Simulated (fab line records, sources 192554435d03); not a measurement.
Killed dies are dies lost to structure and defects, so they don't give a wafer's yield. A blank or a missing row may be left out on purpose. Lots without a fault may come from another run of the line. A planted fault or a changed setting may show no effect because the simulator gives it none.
fab line records | flow n5_finfet
record lots=4 wafers=12 last_day=18
route steps=1938 shown SD_EPI_P@302 SD_ACTIVATION@330 BEOL_M4@1111 PASSIVATION@1936
lots that met no fault: from a run of the same line without faults
start_h: hours from the record's first day to the start of the lot's first wafer shown | wait_h: hours since the lot's step before | " the same as in the row above | L1.1+2: a row that stands for several wafers | - no value, or no start given | * or withheld: withheld | < > ~ a bound
route shown NAME@n: a module of which the file shows steps, and the number in the route of the first | usual: mean/standard deviation of fault-free wafers | same: alike in all rows | chamber/n: place in a boat | sites: the reading at each site | _std_site: their standard deviation | _edge_site: outer sites' mean less inner sites' | radius_mm: how far each site lies from the wafer's centre | mask NAME#n: copy n | behind: the tool/chamber that last shaped the wafer | hold: why the lot was held/for how many hours/how that ended | device: the transistor (n, p or np) that didn't switch | end of line: the same wafers' tests at the end of the route | a step without rows: its recipe alone | killed: dies lost to structure and defects at the first sort, not the wafer's yield | map: a wafer's dies, x killed, . not, _ none there
set.NAME: the setting as run; set.NAME@STEP: as run at that earlier step | model.NAME: the simulator's own value behind a step, which no gauge read
lots at some steps of the route; a table a step, a row a wafer
services: from which hour (start_h, from the record's first day; less than 0 if before it) a tool's chamber was out of use, for how many hours, and why
## steps
# step N5_SD_EPI_P_DEVELOP_08
# recipe develop_time_s=30 developer=TMAH resist=CAR-ArF-block dev_temp_c=23 rinse_liquid=diw dry=air_spin
# step N5_SD_EPI_P_DESCUM_14
# recipe chemistry=O2 time_s=7.9 source_power_w=50 bias_power_w=20 pressure_mtorr=20 rf_frequency_hz=2.712e+07 temp_c=40 resist=CAR-ArF-block o2_flow_sccm=225
# step N5_SD_EPI_P_ETCH_36
# recipe chemistry=CF4 target=SiARC target_depth_a=455 mask_material=CAR-ArF-block time_s=75.8 ion_energy_ev=80 pressure_mtorr=40 source_w=545 bias_w=36 Ar_flow_sccm=100 cf4_flow_sccm=100 ends=cleared
# step N5_SD_EPI_P_ETCH_37
# recipe chemistry=N2/H2 target=SOC overetch_a=1080 mask_material=SiARC temp_c=40 ion_energy_ev=100 source_w=3000 bias_w=133 pressure_mtorr=20 time_s=486 n2_flow_sccm=200 h2_flow_sccm=200 ends=end_point
# step N5_SD_EPI_P_STRIP_38
# recipe chemistry=N2/H2 temp_c=40 n2_flow_sccm=200 h2_flow_sccm=200 rf_frequency_hz=6e+07
# step N5_SD_EPI_P_ETCHBACK_46
# recipe chemistry=CH3F/O2 mode=anisotropic_etchback target=SiNx target_depth_a=175 stop_on=SiO2 over_etch_frac=0.3 ion_energy_ev=120 pressure_mtorr=30 source_w=395 bias_w=73 Ar_flow_sccm=150 CH3F_flow_sccm=30 O2_flow_sccm=20
# step N5_SD_EPI_P_ETCH_47
# recipe chemistry=CH3F/O2 target=SiOCN target_depth_a=250 mask_material=SOC ion_energy_ev=60 bias_w=29 pressure_mtorr=30 source_w=410 Ar_flow_sccm=150 CH3F_flow_sccm=30 O2_flow_sccm=20
# step N5_SD_EPI_P_ETCH_16
# recipe chemistry=CHF3/O2 target=SiO2 target_depth_a=50 mask_material=SOC pressure_mtorr=30 source_w=650 bias_w=170 Ar_flow_sccm=200 CHF3_flow_sccm=50 O2_flow_sccm=5 ion_energy_ev=200
# step N5_SD_EPI_P_STRIP_50
# recipe chemistry=CHF3/O2 resist=SiARC rf_frequency_hz=6e+07
# step N5_SD_EPI_P_SD_RECESS_17
# recipe chemistry=HBr/Cl2/O2 target_depth_a=391 bt_time_s=3 pressure_mtorr=10 icp_w=800 bias_w=112 HBr_flow_sccm=150 Cl2_flow_sccm=80 O2_flow_sccm=12
# usual drypump_motor_current_A=5.7/0.53 he_backside_leak_sccm=2.70/0.22 mfc_cl2_sccm=79.99/0.22 oes_product_au=1.001/0.013 throttle_valve_pct=36.9/0.33
# columns lot.wafer tool chamber start_h wait_h drypump_motor_current_A he_backside_leak_sccm mfc_cl2_sccm oes_product_au rf_hours_counter_h throttle_valve_pct
L126.2 rie_si-06 3 79.76 0.0 5.4 2.38 79.96 1.005 142 36.9
L126.4 " 1 " " 6.6 2.76 80.15 0.998 45 37.2
L126.5 " 1 " " 6.6 2.72 80.15 0.993 - 37.2
L139.3 rie_si-05 3 148.91 0.0 6.3 3.12 79.91 0.998 127 36.8
L139.4 " 0 " " 5.5 2.98 80.05 1.003 95 37.2
L139.5 " 3 " " 6.3 3.06 80.16 0.995 - 36.8
L142.2 rie_si-06 3 169.06 0.0 5.4 2.74 79.82 0.992 144 36.9
L142.3 " 1 " " 6.6 2.51 80.10 0.989 47 37.2
L142.4 " 2 " " 6.7 2.49 80.15 0.990 151 36.5
L144.3 rie_si-06 3 182.08 0.0 5.4 2.56 80.08 1.005 144 36.9
L144.5 " 0 " " 5.7 2.48 79.90 1.012 - 37.1
L144.6 " 1 " " 6.6 2.82 80.05 1.008 - 37.2
# step N5_SD_EPI_P_WET_ETCH_45
# recipe chemistry=dHF dilution=withheld time_s=10.7 target=SiO2 target_depth_a=20 temp_c=25 dry=ipa_marangoni rinse_time_s=30 rinse_temp_c=23
# step N5_SD_EPI_P_STRIP_40
# recipe chemistry=N2/H2 power_w=1000 temp_c=250 h2_frac=0.65 overash_fraction=0.3 pressure_mtorr=withheld n2_flow_sccm=1750 h2_flow_sccm=3250
# step N5_SD_EPI_P_PRECLEAN_52
# recipe chemistry=O3/DIW time_s=60 temp_c=22 o3_ppm=10
# step N5_SD_EPI_P_SRD_20
# recipe dry=ipa_marangoni do_ppb=5 time_s=30 temp_c=23 rinse_liquid=diw
# step N5_SD_EPI_P_PRECLEAN_51
# recipe chemistry=NF3:NH3 afs_cycles=1 temp_c=30 time_s=20 sublimation_temp_c=180 sublimation_time_s=60 pressure_torr=3 rf_power_w=30
# step N5_SD_EPI_P_VAPOR_ETCH_44
# recipe chemistry=NF3/Ar target=SiGe30 temp_c=25 time_s=3.3 mode=isotropic
# step N5_SD_EPI_P_EPI_21
# recipe material=SiGe:B dopant=B temp_c=550 pressure_torr=20 ambient=H2 time_s=355
# step N5_SD_EPI_P_HM_STRIP_48
# recipe chemistry=H3PO4 temp_c=160 material=SiNx target=SiNx target_depth_a=30 overetch_fraction=0.3
# step N5_SD_EPI_P_SRD_49
# recipe dry=ipa_marangoni time_s=30 temp_c=23 rinse_liquid=diw
# step N5_SD_EPI_P_PRECLEAN_24
# recipe chemistry=O3/DIW time_s=45 temp_c=22 o3_ppm=10
# step N5_SD_EPI_P_PRECLEAN_32
# recipe chemistry=dHF time_s=10 dilution=500:1 temp_c=25
# step N5_SD_EPI_P_PRECLEAN_33
# recipe chemistry=SC2 time_s=45 temp_c=35 mix=1:1:50
# step N5_SD_EPI_P_SRD_25
# recipe time_s=30 temp_c=23 rinse_liquid=diw dry=ipa_marangoni
# step N5_SD_EPI_P_INSPECT_26
# recipe inspect_instrument=darkfield mode=post_epi
# usual raw_defect_count=177/34
# columns lot.wafer tool chamber start_h wait_h raw_defect_count
L126.2 defect_inspect-02 - 82.79 0.0 196
L126.4 " - " " 165
L126.5 " - " " 186
L139.3 defect_inspect-02 - 152.16 0.0 131
L139.4 " - " " 111
L139.5 " - " " 121
L142.2 defect_inspect-02 - 172.93 0.0 596
L142.3 " - " " 586
L142.4 " - " " 573
L144.3 defect_inspect-01 - 185.12 0.0 640
L144.5 " - " " 649
L144.6 " - " " 667
# step N5_SD_ACTIVATION_RTA_00
# recipe temp_c=975 time_s=0 ambient=N2 idle_temp_c=600 ramp_up_c_per_s=150 ramp_down_c_per_s=60 cool_to_c=600
# step N5_BEOL_M4_RC_MEAS_101
# usual DIBL_N=36.5/2.2 DIBL_P=36.9/2.9 IOFF_N=0.17/0.044 IOFF_P=0.22/0.052 ION_N=671/16 ION_P=461/10 SS_N=71.6/0.73 SS_P=73.5/0.79 VT_N=250/4.1 VT_P=-250/4.1
# columns lot.wafer tool chamber start_h wait_h DIBL_N[mV/V] DIBL_P[mV/V] IOFF_N[nA/um] IOFF_P[nA/um] ION_N[uA/um] ION_P[uA/um] SS_N[mV/dec] SS_P[mV/dec] VT_N[mV] VT_P[mV]
L126.2 prober-01 0 207.15 0.2 35.7 35.7 0.15 0.22 662 462 70.8 73.3 251 -251
L126.4 " 0 " " 37.2 37.0 0.17 0.24 678 467 71.6 73.2 250 -248
L126.5 " 0 " " 36.6 36.8 0.17 0.23 672 456 71.5 73.6 248 -251
L139.3 prober-02 0 287.28 0.3 35.0 33.6 0.13 0.18 681 466 71.2 72.6 251 -250
L139.4 " 0 " " 39.6 39.2 0.24 0.27 695 468 72.1 74.2 243 -248
L139.5 " 0 " " 36.3 35.6 0.17 0.21 690 476 71.6 73.1 248 -251
L142.2 prober-02 0 297.00 0.2 36.8 38.2 0.19 0.23 680 465 71.8 73.5 244 -248
L142.3 " 0 " " 37.6 38.7 0.19 0.23 680 464 71.8 73.1 246 -248
L142.4 " 0 " " 39.2 41.0 0.22 0.26 667 454 71.8 74.0 247 -247
L144.3 prober-02 0 318.53 0.3 41.2 40.4 0.23 0.27 689 464 72.2 74.5 246 -247
L144.5 " 0 " " 36.9 34.8 0.13 0.17 645 441 71.2 73.5 254 -253
L144.6 " 0 " " 38.1 36.7 0.14 0.20 657 452 71.9 73.2 254 -252
# step N5_PASSIVATION_PROBE_49
# usual defect_limited_yield=91.3/1.4 killed_at_M0_to_M3=36/10 killed_at_M4_up=13/5.4 killed_at_contacts=12/5.3 killed_at_front_end=39/10 killed_at_other=3.2/2.7 killed_dies=103/16 killed_open=68/13 killed_short=33/6.6 sort_bin_4_leakage=0.01/0.031 sort_bin_5_function=5.1/0.92 sort_bin_6_memory=3.3/0.68 sort_n_pass=1077/17 sort_yield_pct=91.2/1.4
# same gross_dies=1180 killed_at_back_side=0 sort_bin_8_speed[%]=0
# columns lot.wafer tool chamber start_h wait_h defect_limited_yield[%] killed_at_M0_to_M3 killed_at_M4_up killed_at_contacts killed_at_front_end killed_at_other killed_dies killed_open killed_short sort_bin_4_leakage[%] sort_bin_5_function[%] sort_bin_6_memory[%] sort_n_pass sort_yield_pct[%]
L126.2 prober-01 - 324.72 0.1 90.6 38 17 10 42 4 111 80 29 0 5.6 3.6 1069 90.6
L126.4 prober-01 - 324.82 0.2 92.5 29 14 5 31 9 88 59 29 0 4.2 2.9 1092 92.5
L126.5 prober-01 - 324.87 0.2 92.3 29 13 11 32 6 91 58 31 0 4.2 3.3 1089 92.3
L142.2 prober-02 - 412.19 0.1 85.3 46 7 10 104 6 173 57 35 0 8.5 3.5 1007 85.3
L142.3 prober-02 - 412.24 0.1 81.9 55 9 10 139 1 214 62 33 0 11.8 3.7 966 81.9
L142.4 prober-02 - 412.29 0.2 85.1 38 3 21 111 3 176 68 36 0 8.6 4.2 1004 85.1
L144.3 prober-01 - 430.82 0.1 87.6 23 10 5 107 1 146 42 29 0 8.4 2.2 1034 87.6
L144.5 prober-01 - 430.92 0.2 83.8 28 4 6 152 1 191 48 26 0 10.8 3.6 989 83.8
L144.6 prober-01 - 430.97 0.3 83.2 33 8 11 143 3 198 51 28 0 11.0 3.8 982 83.2
# killed by level:class
L126.2 STI_FIN_REVEAL:geometric_particle:open=12 BEOL_M2:geometric_particle:open=12 BEOL_M4:geometric_particle:open=10 BEOL_M0_SAQP:geometric_particle:open=9 MOL_CONTACT_COAG:geometric_particle:open=8 FIN_SAQP:geometric_particle:open=7 STARTING-WAFER:geometric_particle:short=5 BEOL_M3:geometric_particle:open=5
L126.4 FIN_SAQP:geometric_particle:open=12 BEOL_M3:geometric_particle:short=6 BEOL_M3:geometric_particle:open=5 MOL_CONTACT_COAG:geometric_particle:open=5 BEOL_M0:geometric_particle:open=5 BEOL_M4:geometric_particle:open=4 DUMMY_GATE:geometric_particle:open=4 BEOL_M0_SAQP:geometric_particle:short=4
L126.5 FIN_SAQP:geometric_particle:open=9 MOL_CONTACT_COAG:geometric_particle:open=8 BEOL_M0_SAQP:geometric_particle:open=7 BEOL_M2:geometric_particle:open=6 FIN_SAQP:geometric_particle:short=5 DUMMY_GATE:geometric_particle:open=4 BEOL_M3:geometric_particle:short=4 STI_FIN_REVEAL:geometric_particle:open=3
L142.2 SD_EPI_P:unspecified=81 BEOL_M0_SAQP:geometric_particle:short=12 BEOL_M0_SAQP:geometric_particle:open=10 MOL_CONTACT_COAG:geometric_particle:open=7 BEOL_M2:geometric_particle:short=7 BEOL_M2:geometric_particle:open=6 BEOL_M3:geometric_particle:open=5 FIN_SAQP:geometric_particle:open=4
L142.3 SD_EPI_P:unspecified=111 BEOL_M2:geometric_particle:open=17 BEOL_M3:geometric_particle:open=12 BEOL_M0_SAQP:geometric_particle:short=9 MOL_CONTACT_COAG:geometric_particle:open=8 HKMG_FIN:area_etch=6 STI_FIN_REVEAL:geometric_particle:open=5 BEOL_M0_SAQP:geometric_particle:open=5
L142.4 SD_EPI_P:unspecified=57 MOL_CONTACT_COAG:geometric_particle:open=18 BEOL_M0_SAQP:geometric_particle:short=13 HKMG_FIN:area_etch=13 DUMMY_GATE:geometric_particle:open=11 FIN_SAQP:geometric_particle:open=7 STI_FIN_REVEAL:geometric_particle:open=6 BEOL_M0_SAQP:geometric_particle:open=6
L144.3 SD_EPI_P:unspecified=75 BEOL_M0_SAQP:geometric_particle:short=7 BEOL_M0_SAQP:geometric_particle:open=7 ILD0:geometric_particle:short=6 BEOL_M1:geometric_particle:open=6 FIN_SAQP:geometric_particle:open=5 GATE_CUT:geometric_particle:short=5 FIN_SAQP:geometric_particle:short=4
L144.5 SD_EPI_P:unspecified=117 BEOL_M0_SAQP:geometric_particle:short=9 BEOL_M0_SAQP:geometric_particle:open=9 FIN_SAQP:geometric_particle:open=8 ILD0:geometric_particle:open=6 FIN_SAQP:geometric_particle:short=4 STI_FIN_REVEAL:geometric_particle:open=4 MOL_CONTACT_COAG:geometric_particle:open=4
L144.6 SD_EPI_P:unspecified=114 MOL_CONTACT_COAG:geometric_particle:open=10 BEOL_M1:geometric_particle:open=10 BEOL_M0_SAQP:geometric_particle:short=9 STI_FIN_REVEAL:geometric_particle:open=7 BEOL_M0_SAQP:geometric_particle:open=6 BEOL_M1:geometric_particle:short=5 ILD0:geometric_particle:open=4
# map L142.3 (x killed, . not)
_________________...........x________________
______________..........x......x_____________
___________...x.......x............__________
__________.....................x...._________
________...x.x........................_______
_______.....x..........................______
______.x..........x.......x.....x......._____
_____...........x....x..............x...x____
____x..x.xx...x...x...xx............x....x___
___......x.............x................x..__
___.........x....x..................xxx....__
__....x.x.................................x._
__................x.......x................._
_..x..x..................................x...
_........x.....x...x............x............
_........x.......xxxx........................
_.x.........x.....xx..x.............x........
_.....x.........x.xxxxxxx.xx.......x....x....
_...........x.xxxxxxxxxxxx...................
_........x.xx.xxxxxxxxxxxxx..x......x..x.....
_.xx......x..xxxxxxxxxxxxxx........x..x......
__..........x.xxxxxxxxxxxxx...........x....._
__............xxxxxxxxxxxx..x............x.x_
___...........xxxxxxxxxxx.........x........__
___.x...........xxxxxxxxxxxx............xx.__
____.x.x.....x.xxxxx...x....x.............___
_____..x..........xx.........x.......x...____
______........x.xx....x.............x..._____
_______..............x.........x.......______
________x..x............x............x_______
__________..x.....x.x............x.._________
___________...........x...x........__________
______________......x......x..x._____________
_________________............________________
# map L144.6 (x killed, . not)
_________________........x...________________
______________........x.....x..._____________
___________.....x..................__________
__________.........................._________
________xx............................_______
_______................................______
______.....x.............x.........x...._____
_____.....x............x.................____
____..........................x...........___
___.........xx............x........x..x....__
___..............x.....x...................__
__.............x.x...x...............x.x...._
__.x..............................xx........_
_......xx...........x.x......................
_...x.................x....x........x..x.x...
_...x.........x..x.....x...x.................
_..........xx...x.xxxx.x.x.......x..........x
_....xx.........xxxxxxxx...............x..x..
_...............xxxxxxxxxx.xx................
_......x......x.xxxxxxxxxxx.x.....x.x....x...
_..x....xx....xxxxxxxxxxxxx.x.........x......
__...........xxxxxxxxxxxxx..x..............._
__..........x.xxxxxxxxxxxxx........x........_
___....x.....xxxxxxxxxxxxx.................__
___...........xx.xxxxxxxxx.x.x.............__
____............xxxxxx.x..................___
_____......x..x....x.x.x.................____
______.....x......x.x.....x............._____
_______.........x.......x..............______
________....x...x.x.x................._______
__________.......x................xx_________
___________.x.x.....x..............__________
______________.............x...._____________
_________________....x.......________________
## services
# columns tool chamber start_h hours kind
rie_si-06 - 70.44 0.3 repair
rie_si-06 2 90.65 7.5 repair
rie_si-05 2 98.46 6.1 repair
rie_si-05 - 133.79 0.1 repair
rie_si-06 2 139.66 1.6 repair
## key
first_sign step=N5_SD_EPI_P_INSPECT_26 reading=raw_defect_count direction=up sigmas=13 usual=177 struck=618
effect step=N5_PASSIVATION_PROBE_49 reading=killed_at_front_end direction=up sigmas=8.7 usual=39 struck=126
more_kills_born_at N5_SD_EPI_P_SD_RECESS_17@rie_si-06=555
met_at N5_SD_EPI_P_SD_RECESS_17
struck_wafers L142.2,L142.3,L142.4,L144.3,L144.5,L144.6
baseline_loss step=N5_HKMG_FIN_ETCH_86 wafers=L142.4
onset_between 79.76 169.06
also_fits time
fault kind=chamber_particle_source tool=rie_si-06 chamber=- onset_h=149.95 steps=N5_SD_EPI_P_SD_RECESS_17 rate_per_visit_cm2=0.66316 end_h=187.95
# baseline_loss: these wafers lose ten dies or more at that step, a loss of the line's own and not of a fault; the sort's usual values leave them out
